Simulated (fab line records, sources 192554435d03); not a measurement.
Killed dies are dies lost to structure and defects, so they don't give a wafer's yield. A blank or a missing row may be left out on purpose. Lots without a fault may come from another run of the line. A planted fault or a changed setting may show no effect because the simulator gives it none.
A struck lot beside a sound one | flow n5_finfet | 30 steps out of a route of 1938
Sound: wafers L480.2, L480.4, L480.6. Struck: wafers L494.2, L494.3, L494.4. The cause comes at the end.
At each step with rows: each side's tool, then ch and its chambers, then its first start. Under that, the readings that differ: sound wafers | struck wafers | difference of the means | sigmas: that difference in standard deviations of wafers without a fault.
alike: readings whose means differ by less than 2 such deviations, and words and numbers that are the same on both sides. not compared: withheld readings, readings that some wafer has no value for, bounds like >300 that may hide the same value, and numbers for which the record gives no deviation and whose values overlap.
The two part at a step that has a row with sigmas, a row that says differs or no value, or rows on one side only. Numbers that don't overlap but have no deviation are shown without sigmas and don't part them. A reading that every wafer of one side lacks parts them only if that side has two wafers or more.

first, 11 steps without rows for these wafers: N5_BEOL_M1_ANNEAL_91 (time 240 s); N5_BEOL_M1_SPUTTER_92 (material Cu, target thk 4.5 nm, time 8.29 s); N5_BEOL_M1_ANNEAL_93 (time 240 s); N5_BEOL_M1_SPUTTER_94 (material Cu, target thk 4.5 nm, time 8.29 s); N5_BEOL_M1_ANNEAL_95 (time 240 s); N5_BEOL_M1_SPUTTER_96 (material Cu, target thk 4.5 nm, time 8.29 s); N5_BEOL_M1_ECD_50 (material Cu, target thk 300 nm); N5_BEOL_M1_ANNEAL_51 (time 90 s); N5_BEOL_M1_CMP_52 (polishes, stops on SiOC, t overpolish 6.8 s, target thk 40 nm); N5_BEOL_M1_PRE_CLEAN_60 (time 15 s); N5_BEOL_M1_CO_CAP_55 (material Co, precursor CCTBA/H2, target thk 2 nm, time 102.1 s).
N5_BEOL_M1_PRE_CLEAN_56: time 15 s.
  sound on pecvd-01 ch 1,2, day 7 01:43; struck on pecvd-01 ch 1,2, day 10 05:35
then, 1 step without rows for these wafers: N5_BEOL_M1_DEP_57 (deposits SiCN from 3MS/NH3, target thk 8 nm, time 14 s).
N5_BEOL_M1_INSPECT_59: inspects for defects (darkfield).
  sound on defect_inspect-01, day 7 01:50; struck on defect_inspect-01, day 10 05:42
  reading          | sound    | struck      | difference | sigmas
  raw_defect_count | 52 87 48 | 494 533 461 | +434       | +19
then, 12 steps without rows for these wafers: N5_BEOL_M2_ILD_DEP_00 (deposits SiOC from DEMS/O2, target thk 79 nm, time 15.3 s); N5_BEOL_M2_PECVD_72 (deposits SiO2 from TEOS/O2, target thk 16 nm, time 18 s); N5_BEOL_M2_HM_DEP_02 (deposits TiN, target thk 20 nm); N5_BEOL_M2_COAT_61 (time 60 s, resist thk 60 nm); N5_BEOL_M2_COAT_62 (time 60 s, resist thk 12 nm); N5_BEOL_M2_COAT_73 (time 60 s, resist thk 5 nm); N5_BEOL_M2_COAT_05 (resist thk 30 nm); N5_BEOL_M2_EBR_07; N5_BEOL_M2_SOFTBAKE_06 (time 60 s); N5_BEOL_M2_EXPOSE_08 (exposes mask M2); N5_BEOL_M2_PEB_09 (peb time 60 s); N5_BEOL_M2_DEVELOP_10 (develop time 30 s).
N5_BEOL_M2_INSPECT_13: inspects for defects (brightfield).
  sound on defect_inspect-02, day 7 02:52; struck on defect_inspect-01, day 10 07:12
  reading          | sound       | struck      | difference | sigmas
  raw_defect_count | 329 428 333 | 751 748 706 | +372       | +5
then, 1 step without rows for these wafers: N5_BEOL_M2_DESCUM_16 (chemistry O2, time 7 s).
-- the record jumps here: 2 days lie between the struck wafers' starts before and after (it left off in module BEOL_M2 and takes up again in module BEOL_M4, whose first step shown is number 1111 of the route) --
N5_BEOL_M4_RC_MEAS_101:
  sound on prober-02 ch 0, day 8 21:24; struck on prober-02 ch 0, day 12 11:51
  reading        | sound          | struck         | difference | sigmas
  DIBL_N (mV/V)  | 29.5 31.8 34.0 | 41.2 36.6 36.9 | +6.5       | +3
  DIBL_P (mV/V)  | 30.2 32.8 36.0 | 43.1 37.7 38.5 | +6.8       | +2
  IOFF_N (nA/um) | 0.08 0.10 0.12 | 0.31 0.19 0.20 | +0.13      | +3
  IOFF_P (nA/um) | 0.13 0.14 0.18 | 0.37 0.24 0.26 | +0.14      | +3
  ION_N (uA/um)  | 638 651 647    | 692 683 682    | +40        | +3
  ION_P (uA/um)  | 444 447 447    | 473 465 473    | +24        | +3
  VT_N (mV)      | 261 258 257    | 240 245 245    | -15        | -3
  VT_P (mV)      | -259 -258 -257 | -241 -248 -245 | +13        | +3
  alike: SS_N, SS_P
-- the record jumps here: 4 days lie between the struck wafers' starts before and after (it left off in module BEOL_M4 and takes up again in module PASSIVATION, whose first step shown is number 1936 of the route) --
N5_PASSIVATION_PROBE_49:
  the record has rows for the struck wafers here (prober-02, day 16 15:19) and none for the sound ones

WHERE THEY PART
First at N5_BEOL_M1_INSPECT_59; last, within this record, at N5_PASSIVATION_PROBE_49.

WHY: what the simulator had put in
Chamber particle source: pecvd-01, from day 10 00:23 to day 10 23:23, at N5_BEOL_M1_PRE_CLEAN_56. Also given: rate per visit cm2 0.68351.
